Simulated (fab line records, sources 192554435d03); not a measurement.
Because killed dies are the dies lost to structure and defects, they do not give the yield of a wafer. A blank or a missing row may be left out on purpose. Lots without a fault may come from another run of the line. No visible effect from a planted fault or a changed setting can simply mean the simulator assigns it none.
fab line records | flow n5Finfet
record lots=10 | wafers=29 | lastDay=17
route steps=1938 shown SPACER0@260 BEOL_M4@1099
lots untouched by any fault: they come from a run of this same line in which no faults occurred
startH: start of the lot's first displayed wafer, in hours after the record's first day | waitH: hours elapsed since this lot's preceding step | " the same as in the row above | L1.1+2: one row covering several wafers at once | - no value, or no start was given | * or withheld: withheld | < > ~ a bound
route shown NAME@n: a module of which the file shows steps, and the number in the route of the first | usual: mean/standard deviation of fault-free wafers | same: alike in all rows | chamber/n: place in a boat | sites: per-site readings | _std_site: standard deviation across them | _edge_site: the outer-site mean with the inner-site mean subtracted | radiusMm: for every site, how far away it sits from the centre of the wafer | mask NAME#n: copy n | behind: the last tool/chamber to shape the wafer | hold: what put the lot on hold/how long, in hours/how the hold closed | device: which transistor (n, p or np) failed to switch | end of line: at the end of the route, the tests of the same wafers | a step without rows: its recipe alone | killed: not the wafer's yield, but the dies lost to structure and defects at the first sort | map: per-die view of a wafer (x killed, . not killed, _ where there is no die)
set.NAME: the setting as run; set.NAME@STEP: as run at that earlier step | model.NAME: the simulator's own value behind a step, which no gauge read
steps of the route over a sample of lots; a table a step, a row a wafer
services: the hour from which a tool's chamber was out of use, counted from the record's first day as startH (under 0 if before that day), plus the number of hours and why
## steps
# step N5_SPACER0_ALD_08
# recipe material=SiNx | targetThkA=20 | tempC=400 | aldPrecursorFamily=SiH2I2 | aldCoReactant=N2/H2-plasma | pressureTorr=2
# usual chamberPressureTorr=1.999/0.0045 | heaterPowerW=831/80
lot.wafer | tool      | chamber | startH | waitH | chamberPressureTorr | heaterPowerW
L453.2    | aldSin-02 | 0       | 46.56  | 0.1   | 2.004               | 836
L453.3    | "         | 2       | "      | "     | 1.995               | 961
L453.5    | "         | 0       | "      | "     | 2.000               | 831
L455.1    | aldSin-02 | 2       | 62.29  | 0.1   | 1.995               | 928
L455.2    | "         | 1       | "      | "     | 2.000               | 771
L455.5    | "         | 1       | "      | "     | 1.997               | 762
L456.2    | aldSin-03 | 0       | 67.16  | 0.1   | 1.997               | 837
L456.4    | "         | 1       | "      | "     | 2.006               | 861
L456.6    | "         | 0       | "      | "     | 1.997               | 853
L457.2    | aldSin-02 | 1       | 73.84  | 0.1   | 1.994               | 770
L457.3    | "         | 3       | "      | "     | 2.006               | 740
L457.5    | "         | 0       | "      | "     | 1.991               | 844
L458.1    | aldSin-03 | 3       | 79.71  | 0.1   | 2.003               | 900
L458.2    | "         | 0       | "      | "     | 2.003               | 864
L458.4    | "         | 1       | "      | "     | 1.991               | 864
L460.2    | aldSin-02 | 1       | 90.62  | 0.1   | 1.994               | 784
L460.3    | "         | 3       | "      | "     | 1.996               | 771
L460.5    | "         | 3       | "      | "     | 1.999               | 769
L462.1    | aldSin-03 | 3       | 102.24 | 0.1   | 2.000               | 925
L462.3    | "         | 2       | "      | "     | 2.003               | 719
L462.5    | "         | 1       | "      | "     | 2.005               | 846
L463.2    | aldSin-02 | 3       | 107.02 | 0.1   | 2.005               | 785
L463.4    | "         | 0       | "      | "     | 2.003               | 820
L463.6    | "         | 3       | "      | "     | 2.000               | 784
L465.1    | aldSin-03 | 3       | 124.89 | 0.1   | 1.998               | 925
L465.3    | "         | 2       | "      | "     | 2.001               | 720
L465.4    | "         | 1       | "      | "     | 1.994               | 891
L472.2    | aldSin-03 | 0       | 164.26 | 0.1   | 2.004               | 877
L472.4    | "         | 1       | "      | "     | 2.003               | 882
# step N5_BEOL_M4_ANNEAL_95
# recipe tempC=400 | timeS=240 | ambient=vacuum
# usual heaterPowerW=807/44
# same timeS=240
lot.wafer | tool          | chamber | startH | waitH | heaterPowerW
L453.2    | pvdSputter-02 | -       | 197.07 | 0.0   | 826
L453.3    | "             | -       | "      | "     | 800
L453.5    | "             | -       | "      | "     | 804
L456.2    | pvdSputter-02 | -       | 202.79 | 0.0   | 807
L456.4    | "             | -       | "      | "     | 790
L456.6    | "             | -       | "      | "     | 870
L457.2    | pvdSputter-01 | -       | 220.52 | 0.0   | 787
L457.3    | "             | -       | "      | "     | 848
L457.5    | "             | -       | "      | "     | 847
L455.1    | pvdSputter-02 | -       | 220.76 | 0.0   | 835
L455.2    | "             | -       | "      | "     | 880
L455.5    | "             | -       | "      | "     | 817
L458.1    | pvdSputter-01 | -       | 222.40 | 0.0   | 827
L458.2    | "             | -       | "      | "     | 832
L458.4    | "             | -       | "      | "     | 690
L460.2    | pvdSputter-02 | -       | 233.12 | 0.0   | 820
L460.3    | "             | -       | "      | "     | 798
L460.5    | "             | -       | "      | "     | 793
L462.1    | pvdSputter-02 | -       | 247.91 | 0.0   | 822
L462.3    | "             | -       | "      | "     | 878
L462.5    | "             | -       | "      | "     | 802
L463.2    | pvdSputter-01 | -       | 255.70 | 0.0   | 777
L463.4    | "             | -       | "      | "     | 816
L463.6    | "             | -       | "      | "     | 781
L465.1    | pvdSputter-03 | -       | 255.96 | 0.0   | 835
L465.3    | "             | -       | "      | "     | 850
L465.4    | "             | -       | "      | "     | 811
L472.2    | pvdSputter-03 | -       | 309.72 | 0.0   | 819
L472.4    | "             | -       | "      | "     | 799
# step N5_BEOL_M4_THK_MEAS_53
# recipe thkMeasGauge=xrf | reads=Cu_of_BEOL_M4_ECD_50
# usual M4_THK=39.8/1.1
lot.wafer | tool         | chamber | startH | waitH | M4_THK[nm]
L453.2    | filmMetro-02 | -       | 198.00 | -     | 39.4
L453.3    | "            | -       | "      | "     | 38.4
L453.5    | "            | -       | "      | "     | 40.1
L456.2    | filmMetro-01 | -       | 203.85 | -     | 40.2
L456.4    | "            | -       | "      | "     | 39.5
L456.6    | "            | -       | "      | "     | 39.5
L457.2    | filmMetro-01 | -       | 221.45 | -     | 41.3
L457.3    | "            | -       | "      | "     | 40.5
L457.5    | "            | -       | "      | "     | 41.7
L455.1    | filmMetro-02 | -       | 221.69 | -     | 39.1
L455.2    | "            | -       | "      | "     | 39.0
L455.5    | "            | -       | "      | "     | 39.4
L458.1    | filmMetro-02 | -       | 223.57 | -     | 40.3
L458.2    | "            | -       | "      | "     | 40.2
L458.4    | "            | -       | "      | "     | 40.5
L460.2    | filmMetro-02 | -       | 234.06 | -     | 40.2
L460.3    | "            | -       | "      | "     | 39.1
L460.5    | "            | -       | "      | "     | 39.7
L462.1    | filmMetro-01 | -       | 248.84 | -     | 41.3
L462.3    | "            | -       | "      | "     | 38.8
L462.5    | "            | -       | "      | "     | 40.3
L463.2    | filmMetro-01 | -       | 256.63 | -     | 38.7
L463.4    | "            | -       | "      | "     | 39.9
L463.6    | "            | -       | "      | "     | 39.3
L465.1    | filmMetro-01 | -       | 257.00 | -     | 38.9
L465.3    | "            | -       | "      | "     | 40.3
L465.4    | "            | -       | "      | "     | 40.1
L472.2    | filmMetro-02 | -       | 310.65 | -     | 40.8
L472.4    | "            | -       | "      | "     | 38.5
# step N5_BEOL_M4_RS_MEAS_58
# recipe thkMeasGauge=four-point-probe | reads=Co_of_BEOL_M4_CO_CAP_55+Cu_of_BEOL_M4_ECD_50+Co_of_BEOL_M4_CVD_47+TaN_of_BEOL_M4_ALD_84
# usual M4_RS=0.676/0.025
lot.wafer | tool         | chamber | startH | waitH | M4_RS[ohm/sq]
L453.2    | filmMetro-01 | -       | 198.26 | 0.1   | 0.676
L453.3    | "            | -       | "      | "     | 0.690
L453.5    | "            | -       | "      | "     | 0.659
L456.2    | filmMetro-01 | -       | 204.14 | 0.1   | 0.674
L456.4    | "            | -       | "      | "     | 0.689
L456.6    | "            | -       | "      | "     | 0.693
L457.2    | filmMetro-01 | -       | 221.71 | 0.1   | 0.645
L457.3    | "            | -       | "      | "     | 0.661
L457.5    | "            | -       | "      | "     | 0.637
L455.1    | filmMetro-02 | -       | 221.95 | 0.0   | 0.685
L455.2    | "            | -       | "      | "     | 0.692
L455.5    | "            | -       | "      | "     | 0.680
L458.1    | filmMetro-01 | -       | 223.83 | 0.0   | 0.667
L458.2    | "            | -       | "      | "     | 0.668
L458.4    | "            | -       | "      | "     | 0.657
L460.2    | filmMetro-01 | -       | 234.32 | 0.1   | 0.662
L460.3    | "            | -       | "      | "     | 0.689
L460.5    | "            | -       | "      | "     | 0.673
L462.1    | filmMetro-02 | -       | 249.10 | 0.0   | 0.655
L462.3    | "            | -       | "      | "     | 0.707
L462.5    | "            | -       | "      | "     | 0.674
L463.2    | filmMetro-02 | -       | 256.89 | 0.1   | 0.692
L463.4    | "            | -       | "      | "     | 0.665
L463.6    | "            | -       | "      | "     | 0.680
L465.1    | filmMetro-01 | -       | 257.26 | 0.0   | 0.704
L465.3    | "            | -       | "      | "     | 0.671
L465.4    | "            | -       | "      | "     | 0.676
L472.2    | filmMetro-02 | -       | 310.91 | 0.1   | 0.646
L472.4    | "            | -       | "      | "     | 0.698
# step N5_BEOL_M4_RC_MEAS_101
# usual DIBL_N=36.4/1.4 | DIBL_P=36.4/1.5 | IOFF_N=0.156/0.022 | IOFF_P=0.210/0.023 | ION_N=675/9.1 | ION_P=463/5.7 | REXT_P=99.9/2.1 | SS_N=71.6/0.45 | SS_P=73.3/0.56 | VT_N=250/3.1 | VT_P=-250.3/2.3
lot.wafer | tool      | chamber | startH | waitH | DIBL_N[mV/V] | DIBL_P[mV/V] | IOFF_N[nA/um] | IOFF_P[nA/um] | ION_N[uA/um] | ION_P[uA/um] | REXT_P[ohm.um] | SS_N[mV/dec] | SS_P[mV/dec] | VT_N[mV] | VT_P[mV]
L453.2    | prober-01 | 0       | 198.47 | 0.2   | 35.5         | 32.1         | 0.117         | 0.181         | 667          | 459          | 99.5           | 71.3         | 73.0         | 259      | -252.0
L453.3    | "         | 0       | "      | "     | 38.7         | 36.9         | 0.175         | 0.263         | 674          | 463          | 98.6           | 72.3         | 73.6         | 249      | -247.5
L453.5    | "         | 0       | "      | "     | 37.8         | 35.6         | 0.158         | 0.238         | 680          | 465          | 99.0           | 72.1         | 74.2         | 251      | -249.4
L456.2    | prober-01 | 0       | 204.34 | 0.2   | 36.2         | 35.6         | 0.170         | 0.205         | 681          | 461          | 99.8           | 72.0         | 73.3         | 244      | -249.8
L456.4    | "         | 0       | "      | "     | 36.3         | 34.6         | 0.162         | 0.180         | 673          | 455          | 101.8          | 71.7         | 73.7         | 249      | -252.2
L456.6    | "         | 0       | "      | "     | 35.1         | 34.0         | 0.144         | 0.169         | 677          | 454          | 101.6          | 71.5         | 73.6         | 250      | -253.3
L457.2    | prober-01 | 0       | 221.91 | 0.2   | 34.3         | 35.6         | 0.126         | 0.196         | 674          | 469          | 98.6           | 70.8         | 72.6         | 250      | -251.6
L457.3    | "         | 0       | "      | "     | 34.1         | 34.4         | 0.120         | 0.192         | 677          | 472          | 98.4           | 71.4         | 72.4         | 254      | -249.2
L457.5    | "         | 0       | "      | "     | 35.5         | 36.1         | 0.141         | 0.218         | 673          | 472          | 98.8           | 71.5         | 73.1         | 248      | -245.6
L455.1    | prober-02 | 0       | 222.00 | 0.0   | 34.5         | 34.8         | 0.139         | 0.180         | 663          | 453          | 100.5          | 71.0         | 72.3         | 252      | -248.9
L455.2    | "         | 0       | "      | "     | 35.7         | 36.9         | 0.163         | 0.217         | 672          | 459          | 101.6          | 71.0         | 73.5         | 248      | -248.0
L455.5    | "         | 0       | "      | "     | 35.5         | 37.1         | 0.166         | 0.213         | 678          | 462          | 101.3          | 71.6         | 73.3         | 248      | -248.4
L458.1    | prober-01 | 0       | 223.88 | 0.0   | 33.9         | 35.1         | 0.142         | 0.200         | 676          | 467          | 96.5           | 71.2         | 72.2         | 248      | -251.3
L458.2    | "         | 0       | "      | "     | 35.9         | 38.1         | 0.189         | 0.241         | 688          | 465          | 97.2           | 72.3         | 73.4         | 245      | -246.9
L458.4    | "         | 0       | "      | "     | 34.0         | 34.8         | 0.141         | 0.192         | 663          | 462          | 97.0           | 70.7         | 72.0         | 251      | -251.6
L460.2    | prober-02 | 0       | 234.52 | 0.2   | 37.4         | 37.3         | 0.160         | 0.195         | 667          | 455          | 99.6           | 71.1         | 73.6         | 248      | -254.0
L460.3    | "         | 0       | "      | "     | 37.6         | 37.7         | 0.155         | 0.200         | 667          | 455          | 98.8           | 71.7         | 73.8         | 253      | -252.8
L460.5    | "         | 0       | "      | "     | 37.8         | 37.5         | 0.163         | 0.206         | 670          | 464          | 98.4           | 71.4         | 73.9         | 249      | -251.3
L462.1    | prober-01 | 0       | 249.15 | 0.0   | 36.8         | 37.6         | 0.161         | 0.204         | 683          | 463          | 101.0          | 71.3         | 72.9         | 250      | -250.2
L462.3    | "         | 0       | "      | "     | 36.9         | 37.7         | 0.157         | 0.212         | 670          | 457          | 101.7          | 71.6         | 73.1         | 253      | -247.6
L462.5    | "         | 0       | "      | "     | 35.2         | 36.0         | 0.137         | 0.183         | 667          | 458          | 102.6          | 71.2         | 73.0         | 253      | -249.6
L463.2    | prober-02 | 0       | 257.10 | 0.2   | 37.6         | 37.8         | 0.163         | 0.190         | 677          | 453          | 100.4          | 72.0         | 73.5         | 249      | -252.8
L463.4    | "         | 0       | "      | "     | 38.0         | 38.8         | 0.179         | 0.210         | 678          | 461          | 100.1          | 72.1         | 73.9         | 250      | -250.8
L463.6    | "         | 0       | "      | "     | 37.2         | 37.7         | 0.159         | 0.185         | 670          | 452          | 99.9           | 71.9         | 73.5         | 249      | -255.0
L465.1    | prober-01 | 0       | 257.31 | 0.0   | 35.0         | 35.1         | 0.130         | 0.182         | 666          | 459          | 99.2           | 71.2         | 72.8         | 252      | -256.3
L465.3    | "         | 0       | "      | "     | 36.0         | 36.3         | 0.140         | 0.199         | 671          | 462          | 98.9           | 71.7         | 74.3         | 253      | -251.6
L465.4    | "         | 0       | "      | "     | 35.3         | 35.5         | 0.128         | 0.185         | 659          | 457          | 99.0           | 71.4         | 74.0         | 255      | -253.3
L472.2    | prober-02 | 0       | 311.12 | 0.2   | 34.7         | 36.0         | 0.134         | 0.192         | 678          | 465          | 98.2           | 71.1         | 72.3         | 252      | -251.0
L472.4    | "         | 0       | "      | "     | 37.1         | 37.6         | 0.167         | 0.241         | 678          | 471          | 93.4           | 72.2         | 72.5         | 248      | -246.6
## services
tool          | chamber | startH | hours | kind
pvdSputter-03 | -       | 31.14  | 1.6   | repair
pvdSputter-02 | -       | 68.45  | 1.2   | repair
aldSin-02     | 2       | 82.74  | 2.1   | repair
pvdSputter-01 | -       | 139.40 | 1.8   | repair
aldSin-03     | 2       | 156.64 | 36.8  | repair
pvdSputter-02 | -       | 186.11 | 7.3   | repair
aldSin-03     | 2       | 213.12 | 2.6   | repair
aldSin-02     | 2       | 230.21 | 15.0  | repair
aldSin-03     | -       | 265.92 | 1.6   | repair
aldSin-03     | -       | 268.48 | 14.0  | pm
aldSin-03     | 0       | 268.48 | 14.0  | ventCycle
aldSin-03     | 1       | 268.48 | 14.0  | ventCycle
aldSin-03     | 2       | 268.48 | 14.0  | ventCycle
aldSin-03     | 3       | 268.48 | 14.0  | ventCycle
aldSin-02     | 3       | 277.08 | 3.5   | repair
aldSin-03     | 0       | 282.48 | -     | clean
aldSin-03     | 1       | 282.48 | -     | clean
aldSin-03     | 2       | 282.48 | -     | clean
aldSin-03     | 3       | 282.48 | -     | clean
pvdSputter-01 | -       | 283.92 | 0.7   | repair
## key
firstSign step=N5_BEOL_M4_RC_MEAS_101 | reading=REXT_P | direction=down | sigmas=3 | usual=99.9 | struck=93.4
effect none on later readings
metAt N5_SPACER0_ALD_08
struckLots L472
struckWafers L472.4
notActingAt N5_BEOL_M4_ANNEAL_95,N5_BEOL_M4_THK_MEAS_53,N5_BEOL_M4_RS_MEAS_58
onsetBetween 124.89 164.26
fault kind=processParameterDrift | tool=aldSin-03 | chamber=1 | onsetH=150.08 | steps=N5_SPACER0_ALD_08 | channel=targetThkA | offset=* | shape=step | actsIn=* | stated=*
